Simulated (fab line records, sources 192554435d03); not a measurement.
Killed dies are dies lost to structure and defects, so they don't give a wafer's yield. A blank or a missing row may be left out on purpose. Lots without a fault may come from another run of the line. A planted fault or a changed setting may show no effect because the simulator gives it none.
Which tool did it? | flow n5_finfet | 7 lots, 19 wafers sampled, at 8 steps of a route of 1938

WHAT THE GAUGES READ, wafer by wafer
N5_BEOL_M10_OCD_MEAS_38.
lot  | measured     | on     | trench_depth_nm (nm)
L845 | day 10 14:00 | ocd-02 | 146.5 148.9 149.8
L849 | day 11 14:41 | ocd-02 | 146.6 145.6 148.4
L850 | day 12 05:58 | ocd-01 | 147.6 147.4 149.7
L858 | day 14 15:13 | ocd-02 | 212.9 212.3
L861 | day 15 11:19 | ocd-01 | 213.1 148.1
L865 | day 16 00:24 | ocd-02 | 149.2 149.7 151.1
L868 | day 16 22:26 | ocd-02 | 151.9 148.8 151.5

N5_BEOL_M10_THK_MEAS_53: measures by xrf.
lot  | measured     | on            | M10_THK (nm)
L845 | day 10 17:52 | film_metro-02 | 137.4 140.2 140.7
L849 | day 11 18:37 | film_metro-02 | 134.7 134.9 135.6
L850 | day 12 08:24 | film_metro-01 | 139.6 137.1 139.5
L858 | day 14 17:55 | film_metro-02 | 203.4 201.9
L861 | day 15 14:40 | film_metro-02 | 203.6 139.4
L865 | day 16 03:52 | film_metro-01 | 142.7 143.6 142.3
L868 | day 17 01:23 | film_metro-02 | 144.3 139.8 143.7

N5_BEOL_M10_RS_MEAS_57: measures by four-point-probe.
lot  | measured     | on            | M10_RS (ohm/sq)
L845 | day 10 18:00 | film_metro-02 | 0.1518 0.1484 0.1495
L849 | day 11 18:45 | film_metro-02 | 0.1554 0.1559 0.1556
L850 | day 12 08:32 | film_metro-01 | 0.1503 0.1532 0.1499
L858 | day 14 18:04 | film_metro-01 | 0.1003 0.1011
L861 | day 15 14:48 | film_metro-02 | 0.1005 0.1519
L865 | day 16 04:00 | film_metro-02 | 0.1474 0.1461 0.1477
L868 | day 17 01:32 | film_metro-02 | 0.1475 0.1521 0.1482

N5_BEOL_M15_RC_MEAS_101.
lot  | measured     | on        | COMB_M11 (S/m)          | COMB_M12 (S/m)          | COMB_M13 (S/m)          | COMB_M14 (S/m)          | COMB_M15 (S/m)          | COMB_M5 (S/m)           | COMB_M5_max_site (S/m)  | COMB_M6 (S/m)           | COMB_M7 (S/m)           | COMB_M8 (S/m)           | COMB_M8_max_site (S/m)  | COMB_M9 (S/m)              | SERP_M10 (ohm/um) | SERP_M10_max_site (ohm/um) | SERP_M11 (ohm/um) | SERP_M12 (ohm/um) | SERP_M13 (ohm/um) | SERP_M14 (ohm/um) | SERP_M5 (ohm/um) | SERP_M6 (ohm/um) | SERP_M7 (ohm/um) | SERP_M8 (ohm/um) | SERP_M8_max_site (ohm/um) | SERP_M9 (ohm/um)
L845 | day 12 04:42 | prober-02 | 2e-11 1.6e-11 1.8e-11   | 8.3e-12 6.3e-12 5.6e-12 | 8.5e-12 5.7e-12 5.1e-12 | 5e-12 5.1e-12 4.9e-12   | 3.7e-12 4.6e-12 3.3e-12 | 5.4e-11 4.1e-11 2.8e-11 | 6.4e-11 5.8e-11 4.1e-11 | 2.3e-11 2.6e-11 1.8e-11 | 2.2e-11 2.4e-11 3.3e-11 | 2.5e-11 2.7e-11 2.4e-11 | 4.6e-11 4.1e-11 3.6e-11 | 1.32e-11 1.23e-11 1.62e-11 | 3.01 2.95 3.00    | 3.09 3.10 3.20             | 3.09 3.12 2.99    | 0.632 0.644 0.629 | 0.312 0.312 0.300 | 0.158 0.159 0.157 | 39.1 39.1 38.8   | 14.7 14.1 14.2   | 14.1 13.9 13.4   | 13.7 14.0 14.2   | 14.7 14.5 14.9            | 3.01 2.93 2.97
L849 | day 13 11:55 | prober-02 | 1.2e-11 1.4e-11 1.1e-11 | 6.3e-12 8.2e-12 8.7e-12 | 7.2e-12 7.5e-12 6e-12   | 5.9e-12 6.7e-12 4.9e-12 | 4.2e-12 3.7e-12 4.3e-12 | 4.5e-11 4.2e-11 3.8e-11 | 5e-11 5.2e-11 4.8e-11   | 1.8e-11 3.2e-11 2.5e-11 | 3.4e-11 2.6e-11 3.3e-11 | 1.9e-11 2.9e-11 1.6e-11 | 2.6e-11 4.1e-11 2.2e-11 | 1.81e-11 1.38e-11 1.9e-11  | 3.12 3.17 3.22    | 3.33 3.25 3.34             | 3.01 3.04 3.06    | 0.656 0.658 0.636 | 0.309 0.311 0.316 | 0.163 0.162 0.162 | 39.6 38.0 37.6   | 14.2 14.8 14.5   | 14.0 13.5 13.4   | 13.8 13.5 13.9   | 14.1 13.9 14.2            | 2.96 3.02 3.12
L850 | day 13 21:54 | prober-02 | 1.7e-11 1.8e-11 2.1e-11 | 7.7e-12 8.4e-12 8.4e-12 | 7.8e-12 5.6e-12 7.9e-12 | 4.8e-12 5.1e-12 4.9e-12 | 4.7e-12 4.2e-12 3.9e-12 | 2.9e-11 2.5e-11 3.3e-11 | 4.4e-11 3.3e-11 4.5e-11 | 1.7e-11 2.2e-11 2.8e-11 | 2.5e-11 2.2e-11 2.8e-11 | 2.8e-11 2.8e-11 2.1e-11 | 3.7e-11 4.2e-11 2.8e-11 | 1.91e-11 1.81e-11 2.12e-11 | 3.05 3.05 3.01    | 3.15 3.22 3.14             | 3.07 3.02 3.05    | 0.659 0.632 0.647 | 0.316 0.306 0.311 | 0.160 0.157 0.158 | 38.3 39.9 37.9   | 14.1 14.6 14.8   | 13.4 13.9 13.3   | 14.7 13.9 13.9   | 15.3 14.3 14.6            | 3.08 2.99 3.05
L858 | day 16 02:39 | prober-02 | 1.4e-11 2.3e-11         | 1.02e-11 8.2e-12        | 6e-12 6.2e-12           | 5.3e-12 5.5e-12         | 4e-12 3.2e-12           | 2.5e-11 3.5e-11         | 4.5e-11 4.8e-11         | 3.1e-11 2.4e-11         | 3.3e-11 2e-11           | 2.2e-11 2.3e-11         | 3e-11 3e-11             | 1.47e-11 1.51e-11          | 2.05 2.07         | 2.11 2.12                  | 3.04 2.98         | 0.641 0.622       | 0.306 0.303       | 0.160 0.159       | 37.1 38.7        | 13.9 14.6        | 14.1 14.0        | 13.9 13.8        | 14.9 14.3                 | 3.16 3.11
L861 | day 17 05:08 | prober-02 | 1.4e-11 1.6e-11         | 7.2e-12 7.2e-12         | 5.6e-12 5.3e-12         | 4.8e-12 5.6e-12         | 3.6e-12 4e-12           | 3.8e-11 3.7e-11         | 5.8e-11 5.3e-11         | 3.1e-11 3.4e-11         | 3.5e-11 2.9e-11         | 2.3e-11 3.2e-11         | 3.2e-11 3.7e-11         | 1.69e-11 1.89e-11          | 2.00 3.02         | 2.05 3.18                  | 3.18 3.04         | 0.614 0.624       | 0.306 0.307       | 0.158 0.158       | 37.2 37.0        | 13.1 13.5        | 13.8 13.7        | 14.6 14.0        | 15.1 14.5                 | 3.10 2.97
L865 | day 17 16:35 | prober-02 | 2e-11 2.3e-11 2.3e-11   | 8.6e-12 7.2e-12 7.5e-12 | 6.3e-12 6.1e-12 6.6e-12 | 4.3e-12 4.8e-12 5e-12   | 4.2e-12 4.2e-12 4.7e-12 | 4e-11 2.7e-11 3.3e-11   | 4.7e-11 4.3e-11 4.6e-11 | 2.1e-11 2.3e-11 2.5e-11 | 3.4e-11 2.6e-11 2.7e-11 | 2.7e-11 2.3e-11 2.4e-11 | 4.1e-11 3.3e-11 2.9e-11 | 2.29e-11 1.66e-11 1.67e-11 | 3.03 3.04 3.04    | 3.09 3.12 3.10             | 3.12 3.04 3.03    | 0.626 0.633 0.599 | 0.314 0.306 0.307 | 0.159 0.163 0.160 | 38.5 39.7 37.5   | 13.1 13.7 13.4   | 13.9 13.1 13.3   | 14.2 15.2 14.1   | 15.1 15.6 14.6            | 3.02 3.02 3.01
L868 | day 18 04:50 | prober-01 | 1.9e-11 1.3e-11 1.9e-11 | 7.4e-12 6.6e-12 6.3e-12 | 5.8e-12 7.3e-12 5.9e-12 | 4.1e-12 4.1e-12 3.8e-12 | 3.2e-12 2.7e-12 2.4e-12 | 2.7e-11 3.7e-11 4.1e-11 | 3.7e-11 4.9e-11 5.4e-11 | 3.6e-11 2.9e-11 2.8e-11 | 3.3e-11 2.2e-11 2e-11   | 2.4e-11 1.9e-11 2.9e-11 | 3.3e-11 2.5e-11 3.3e-11 | 1.88e-11 1.59e-11 1.98e-11 | 3.02 3.06 3.07    | 3.15 3.13 3.20             | 3.13 3.05 3.10    | 0.641 0.634 0.643 | 0.308 0.317 0.316 | 0.162 0.164 0.161 | 38.8 37.6 40.2   | 13.7 13.3 13.4   | 13.9 14.0 13.9   | 13.8 14.5 14.0   | 14.4 15.0 14.6            | 3.16 2.92 3.11

WHICH TOOL RAN EACH LOT (tool, then ch and the chambers of the sampled wafers, then the start)
lot  | N5_BEOL_M10_STRIP_67               | N5_BEOL_M10_STRIP_36               | N5_BEOL_M10_TRENCH_ETCH_37         | N5_BEOL_M10_ALD_74
L845 | rie_diel-01 ch 0,1,2, day 10 11:43 | rie_diel-01 ch 0,1,2, day 10 13:47 | rie_diel-01 ch 0,1,2, day 10 13:49 | ald_metal-03 ch 0,1,3, day 10 14:58
L849 | rie_diel-01 ch 0,1,3, day 11 12:17 | rie_diel-05 ch 0,1, day 11 14:27   | rie_diel-05 ch 0,1, day 11 14:29   | ald_metal-03 ch 1,2, day 11 15:35
L850 | rie_diel-05 ch 0,1,3, day 12 03:45 | rie_diel-05 ch 1,3, day 12 05:44   | rie_diel-05 ch 1,3, day 12 05:47   | ald_metal-03 ch 0,1,2, day 12 06:56
L858 | rie_diel-01 ch 0,3, day 14 13:19   | rie_diel-05 ch 1,2, day 14 15:00   | rie_diel-05 ch 1,2, day 14 15:02   | ald_metal-03 ch 0,3, day 14 15:58
L861 | rie_diel-04 ch 1,2, day 15 09:53   | rie_diel-05 ch 0,3, day 15 11:05   | rie_diel-05 ch 0,3, day 15 11:08   | ald_metal-04 ch 2,3, day 15 12:02
L865 | rie_diel-05 ch 0,1, day 15 20:20   | rie_diel-01 ch 0,2,3, day 16 00:10 | rie_diel-01 ch 0,2,3, day 16 00:13 | ald_metal-04 ch 0,2,3, day 16 01:08
L868 | rie_diel-05 ch 0,1, day 16 20:13   | rie_diel-01 ch 0,1,2, day 16 22:13 | rie_diel-01 ch 0,1,2, day 16 22:15 | ald_metal-01 ch 0,1,3, day 16 23:16
- N5_BEOL_M10_STRIP_67: strips in CF4.
- N5_BEOL_M10_STRIP_36: strips in N2/H2.
- N5_BEOL_M10_TRENCH_ETCH_37: etches SiCOH lowk in C4F6/O2, target depth 148.83 nm, time 48 s.
- N5_BEOL_M10_ALD_74: deposits TaN, target thk 2 nm, pulse time 2 s, purge time 3 s.

WHAT THE TOOLS THEMSELVES READ (means of the sampled wafers that have a number; where no wafer has one, the mark that the record gives instead)
N5_BEOL_M10_STRIP_67.
lot  | tool        | drypump_motor_current_A (A) | oes_product_au (a.u.) | rf_vpp_V (V) | showerhead_plenum_p_Torr (Torr) | throttle_valve_pct (%)
L845 | rie_diel-01 | 5.8                         | 0.73                  | 269.7        | 1.74                            | 13.80
L849 | rie_diel-01 | 5.5                         | 0.80                  | 270.7        | 1.76                            | 13.54
L850 | rie_diel-05 | 5.2                         | 0.74                  | 270.7        | 1.79                            | 13.89
L858 | rie_diel-01 | 5.3                         | 0.80                  | 271.2        | 1.79                            | 13.54
L861 | rie_diel-04 | 5.8                         | 0.82                  | 269.1        | 1.77                            | 13.50
L865 | rie_diel-05 | 4.9                         | 0.88                  | 271.3        | 1.82                            | 13.57
L868 | rie_diel-05 | 5.0                         | 0.82                  | 271.0        | 1.81                            | 13.64

N5_BEOL_M10_STRIP_36.
lot  | tool        | drypump_motor_current_A (A) | oes_product_au (a.u.) | rf_vpp_V (V) | showerhead_plenum_p_Torr (Torr) | throttle_valve_pct (%)
L845 | rie_diel-01 | 5.8                         | 0.73                  | 59.0         | 2.45                            | 23.9
L849 | rie_diel-05 | 5.0                         | 0.78                  | 59.5         | 2.58                            | 23.9
L850 | rie_diel-05 | 5.2                         | 0.78                  | 58.0         | 2.51                            | 23.9
L858 | rie_diel-05 | 5.5                         | 0.75                  | 56.2         | 2.57                            | 23.9
L861 | rie_diel-05 | 5.2                         | 0.81                  | 59.8         | 2.50                            | 24.0
L865 | rie_diel-01 | 5.6                         | 0.84                  | 59.1         | 2.49                            | 23.7
L868 | rie_diel-01 | 5.8                         | 0.87                  | 59.0         | 2.54                            | 23.7

N5_BEOL_M10_TRENCH_ETCH_37.
lot  | tool        | C4F6_flow_sccm (sccm) | drypump_motor_current_A (A) | oes_product_au (a.u.) | rf_vpp_V (V) | showerhead_plenum_p_Torr (Torr) | throttle_valve_pct (%)
L845 | rie_diel-01 | 10.004                | 5.8                         | 0.73                  | 659          | 2.75                            | 21.10
L849 | rie_diel-05 | 9.967                 | 5.0                         | 0.78                  | 667          | 2.89                            | 21.11
L850 | rie_diel-05 | 9.973                 | 5.2                         | 0.79                  | 665          | 2.82                            | 21.13
L858 | rie_diel-05 | 9.973                 | 5.5                         | 0.95                  | 666          | 2.89                            | 21.21
L861 | rie_diel-05 | 10.033                | 5.3                         | 0.91                  | 666          | 2.80                            | 21.22
L865 | rie_diel-01 | 9.991                 | 5.6                         | 0.83                  | 660          | 2.80                            | 20.93
L868 | rie_diel-01 | 10.012                | 5.8                         | 0.87                  | 663          | 2.84                            | 20.91

N5_BEOL_M10_ALD_74.
lot  | tool         | chamber_pressure_Torr (Torr) | heater_power_w (W)
L845 | ald_metal-03 | 3.002                        | 365
L849 | ald_metal-03 | 3.003                        | 472
L850 | ald_metal-03 | 3.001                        | 412
L858 | ald_metal-03 | 3.007                        | 353
L861 | ald_metal-04 | 3.000                        | 378
L865 | ald_metal-04 | 2.995                        | 401
L868 | ald_metal-01 | 3.003                        | 403

THE ANSWER, worked out from the rows above alone
Rule: what is usual is taken from the lots themselves. Put in order of their means at a reading, lots are off if they are a third of the lots or fewer, leave a main group of 4 or more, and stand apart from it by a gap of 3 or more times the standard deviation of the main group's means; of several such gaps the widest counts. A main group whose means are all the same, to the digits that the tables above print for the reading, isn't used. A lot without any number at a reading at which 4 lots or more have one is off too. The other lots that the step has rows for count as sound. The gauges are gone through in route order, then the tools' own readings, and for those a lot's mean is taken as printed above. The first step at which some lot is off is used, and at that step the reading that is off furthest; a lot without a number counts as furthest.
Off: L858, L861, at N5_BEOL_M10_OCD_MEAS_38 (trench_depth_nm). The main group: mean 148.8 nm, standard deviation 1.4.
A tool fits if, at a process step before that reading, it ran every lot that is off, and no sound lot after the first of them. The gauges at N5_BEOL_M10_OCD_MEAS_38 aren't tried: what is off there is off at N5_BEOL_M10_THK_MEAS_53 too, on other tools, and a gauge's error can't cause that. One fits: rie_diel-05 at N5_BEOL_M10_STRIP_36 and N5_BEOL_M10_TRENCH_ETCH_37. At N5_BEOL_M10_STRIP_36 its last sound lot is L850 (day 12 05:44), its first lot that is off L858 (day 14 15:00): a fault that began between those two fits.

WHAT THE SIMULATOR HAD PUT IN
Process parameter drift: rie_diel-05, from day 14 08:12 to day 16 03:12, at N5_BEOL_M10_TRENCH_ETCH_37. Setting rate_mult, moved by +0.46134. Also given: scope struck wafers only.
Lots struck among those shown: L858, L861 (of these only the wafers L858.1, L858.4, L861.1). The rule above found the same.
